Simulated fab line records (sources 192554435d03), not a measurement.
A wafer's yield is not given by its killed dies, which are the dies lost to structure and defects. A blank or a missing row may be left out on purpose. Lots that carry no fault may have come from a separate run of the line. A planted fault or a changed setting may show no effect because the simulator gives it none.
Matching of chambers || flow n5-finfet || ald-sin-04 running N5_DUMMY_GATE_ALD_02: 4 sister chambers
The step deposits SiO2, target thk 2 nm, pulse time 1 s. 8 wafers are shown with their chamber, then 8 later ones without.

## WAFERS WITH THEIR CHAMBER
{"wafer": "L074.2", "chamber": 1, "heater-power-w (W)": 530, "precursor-pulse-height-rel": 0.981}
{"wafer": "L080.1", "chamber": 1, "heater-power-w (W)": 543, "precursor-pulse-height-rel": 1.018}
{"wafer": "L080.3", "chamber": 3, "heater-power-w (W)": 493, "precursor-pulse-height-rel": 1.002}
{"wafer": "L080.4", "chamber": 2, "heater-power-w (W)": 501, "precursor-pulse-height-rel": 0.989}
{"wafer": "L082.1", "chamber": 0, "heater-power-w (W)": 467, "precursor-pulse-height-rel": 1.012}
{"wafer": "L082.3", "chamber": 3, "heater-power-w (W)": 482, "precursor-pulse-height-rel": 1.023}
{"wafer": "L082.5", "chamber": 2, "heater-power-w (W)": 500, "precursor-pulse-height-rel": 1.016}
{"wafer": "L083.3", "chamber": 0, "heater-power-w (W)": 469, "precursor-pulse-height-rel": 0.996}

## WAFERS MISSING THEIR CHAMBER
{"wafer": "L083.4", "heater-power-w (W)": 535, "precursor-pulse-height-rel": 0.992}
{"wafer": "L083.5", "heater-power-w (W)": 489, "precursor-pulse-height-rel": 1.012}
{"wafer": "L088.1", "heater-power-w (W)": 537, "precursor-pulse-height-rel": 1.008}
{"wafer": "L088.2", "heater-power-w (W)": 489, "precursor-pulse-height-rel": 0.971}
{"wafer": "L088.4", "heater-power-w (W)": 469, "precursor-pulse-height-rel": 1.052}
{"wafer": "L092.1", "heater-power-w (W)": 538, "precursor-pulse-height-rel": 1.005}
{"wafer": "L092.3", "heater-power-w (W)": 482, "precursor-pulse-height-rel": 1.014}
{"wafer": "L092.5", "heater-power-w (W)": 536, "precursor-pulse-height-rel": 1.014}

## WHICH CHAMBER EACH ONE RAN IN
{"wafer": "L083.4", "from the rows above": 1, "in truth": 1}
{"wafer": "L083.5", "from the rows above": "can't be placed: 3 or 2", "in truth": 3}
{"wafer": "L088.1", "from the rows above": 1, "in truth": 1}
{"wafer": "L088.2", "from the rows above": "can't be placed: 3 or 2 or 0", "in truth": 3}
{"wafer": "L088.4", "from the rows above": "can't be placed: 0 or 3", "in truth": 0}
{"wafer": "L092.1", "from the rows above": 1, "in truth": 1}
{"wafer": "L092.3", "from the rows above": "can't be placed: 3 or 0", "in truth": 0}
{"wafer": "L092.5", "from the rows above": 1, "in truth": 1}
Placed correctly: 4 of 8. Cannot be placed on the basis of these rows: 4; the candidates contain the true chamber in 4. Number placed wrongly: 0.
How it was worked out, from the rows above alone: a wafer's distance from a chamber is the root of the sum, over the readings, of the square of ((its reading less the chamber's mean) divided by the reading's scatter). The wafer belongs to the nearest chamber; if the next one is less than 2 further off, it can't be placed. For every chamber, the mean is computed from those of its wafers that are shown. The scatter: the root of (the sum of the squares of (reading less its chamber's mean) over the shown wafers, divided by (wafers less chambers)).
